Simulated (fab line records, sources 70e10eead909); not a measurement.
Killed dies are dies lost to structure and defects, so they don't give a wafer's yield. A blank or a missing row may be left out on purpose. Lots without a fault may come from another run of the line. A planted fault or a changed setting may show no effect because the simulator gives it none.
Chamber matching | flow nand_harc | NHARC_P_CONTACT_ALD_22 on ald_metal-03: 4 sister chambers
The step deposits TiN, target thk 3 nm, pulse time 1 s, ald cycles 150. 4 wafers are shown with their chamber, then 12 later ones without.

WAFERS WITH THEIR CHAMBER
wafer  | chamber | heater_power_w (W)
L086.6 | 0       | 1123
L088.1 | 2       | 993
L088.2 | 1       | 1052
L088.4 | 3       | 1009

WAFERS WITHOUT THEIR CHAMBER
wafer  | heater_power_w (W)
L089.2 | 1090
L089.4 | 1084
L089.5 | 1010
L096.1 | 1010
L096.4 | 1111
L096.6 | 993
L097.1 | 1061
L097.2 | 1008
L097.3 | 1124
L097.4 | 983
L097.5 | 1116
L097.6 | 1075

WHICH CHAMBER EACH WENT THROUGH
wafer  | from the rows above     | in truth
L089.2 | can't be placed: 0 or 1 | 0
L089.4 | can't be placed: 1 or 0 | 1
L089.5 | can't be placed: 3 or 2 | 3
L096.1 | can't be placed: 3 or 2 | 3
L096.4 | 0                       | 0
L096.6 | can't be placed: 2 or 3 | 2
L097.1 | 1                       | 1
L097.2 | can't be placed: 3 or 2 | 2
L097.3 | 0                       | 0
L097.4 | can't be placed: 2 or 3 | 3
L097.5 | 0                       | 0
L097.6 | can't be placed: 1 or 0 | 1
Placed correctly: 4 of 12. Can't be placed from these rows: 8 (the true chamber is among the candidates in 8). Placed wrongly: 0.
How it was worked out, from the rows above alone: a wafer's distance from a chamber is the root of the sum, over the readings, of the square of ((its reading less the chamber's mean) divided by the reading's scatter). The wafer belongs to the nearest chamber; if the next one is less than 2 further off, it can't be placed. A chamber's mean is the mean of its shown wafers. The scatter: with one shown wafer a chamber, the root of the mean of the squares of how far each hidden wafer lies from its nearest shown one.
